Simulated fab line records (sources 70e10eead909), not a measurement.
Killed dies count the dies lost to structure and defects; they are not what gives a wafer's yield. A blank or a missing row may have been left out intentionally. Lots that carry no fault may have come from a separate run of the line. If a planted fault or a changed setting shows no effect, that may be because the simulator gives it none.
Comparing a struck lot with a sound one || flow nand harc || 14 out of 1159 route steps
Sound: wafers L241.1, L241.4, L241.6. The struck wafers were L249.1, L249.2, L249.4. At the end, the cause is stated.
Each step with rows lists, per side, the tool, then ch with its chambers, then its first start. Under that, the readings that differ: sound wafers || struck wafers || difference of the means || sigmas: that difference in standard deviations of wafers without a fault.
alike: a reading whose means differ by less than 2 such deviations, as well as words and numbers matching on both sides. not compared: withheld readings; readings where some wafer has no value; bounds like >300 that might hide an equal value; numbers whose values overlap and for which the record gives no deviation.
A row with sigmas, a row that says differs or no value, or rows on one side alone: a step with any of these is where the two part. When numbers do not overlap yet have no deviation, they are printed without sigmas and do not part them. A reading missing from all wafers of one side parts the sides only when that side holds two or more wafers.

NHARC_P_STI_DESCUM_14: chemistry O2, time 3 s.
  sound on rie diel-10 ch 0,1,2, day 2 11:19; struck on rie diel-02 ch 1,2,3, day 4 13:10
  alike: drypump motor current A, oes product au, rf vpp V, showerhead plenum p Torr, throttle valve pct
  not compared: rf hours counter h
NHARC_P_STI_ETCH_42: etches the open film in N2/H2, target depth 80 nm, overetch 24 nm, time 61 s.
  sound on rie diel-10 ch 1,3, day 2 11:24; struck on rie diel-02 ch 0,1,2, day 4 13:14
  alike: drypump motor current A, oes product au, rf vpp V, showerhead plenum p Torr, throttle valve pct
  not compared: rf hours counter h
NHARC_P_STI_ETCH_31: etches the open film in CF4/CHF3, target depth 108.9 nm, time 54.5 s.
  sound: rie diel-10 ch 1,2,3; struck: rie diel-02 ch 1,2,3
  alike: drypump motor current A, oes product au, rf vpp V, showerhead plenum p Torr, throttle valve pct
  not compared: rf hours counter h
NHARC_P_STI_ETCH_15: etches the open film in HBr/Cl2, target depth 300 nm, time 100.1 s.
  sound on rie si-05 ch 2,3, day 2 11:35; struck on rie si-02 ch 0,1,2, day 4 13:27
  alike: drypump motor current A, oes product au, throttle valve pct
  not compared: rf hours counter h
NHARC_P_STI_CD_MEAS_16:
  sound on cd sem-01 at day 2 11:45; struck on cd sem-02 at day 4 13:36
  alike: cd nm
NHARC_P_STI_OCD_MEAS_17:
  sound on ocd-01 at day 2 11:50; struck on ocd-01 at day 4 13:41
  alike: trench depth nm, trench foot cd nm
then, 3 steps without rows for these wafers: NHARC_P_STI_STRIP_19 (strips in SPM, time 900 s); NHARC_P_STI_PRECLEAN_32 (cleans in SC1); NHARC_P_STI_SRD_23.
NHARC_P_STI_OCD_MEAS_43:
  sound on ocd-02 at day 2 12:21; struck on ocd-02 at day 4 14:11
  alike: trench depth nm, trench foot cd nm
then, 2 steps without rows for these wafers: NHARC_P_STI_OXIDE_33 (material SiO2, target thk 10 nm, ox time 281 s); NHARC_P_STI_HDPCVD_20 (deposits SiO2).
NHARC_P_STI_ANNEAL_34: time 1800 s.
  sound on furnace-01 ch 0, day 2 23:44; struck on furnace-07 ch 0, day 5 04:32
{"reading": "run length s (s)", "sound": "1835 1835 1835", "struck": "1468 1468 1468", "difference": -367, "sigmas": -66}
{"reading": "spike tc centre C (C)", "sound": "1002.3 1002.1 1002.4", "struck": "1000.3 1000.7 999.4", "difference": -2.1, "sigmas": -2}
  alike: spike tc upper C, tube_center_temp_C_max
NHARC_P_STI_CMP_21: polishes, t overpolish 20 s, target thk 380.67 nm.
  sound on cmp-04 ch 0,2,3, day 3 04:38; struck on cmp-02 ch 0,1,3, day 5 09:26
  alike: motor current A, overpolish run s, slurry filter dp kPa

== WHERE THEY PART ==
Only at NHARC_P_STI_ANNEAL_34, as far as this record shows. Later steps at which nothing parts them and some readings are alike: NHARC_P_STI_CMP_21.

WHY: what had been put in by the simulator
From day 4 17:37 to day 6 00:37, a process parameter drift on furnace-07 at NHARC_P_STI_ANNEAL_34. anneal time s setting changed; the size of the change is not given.
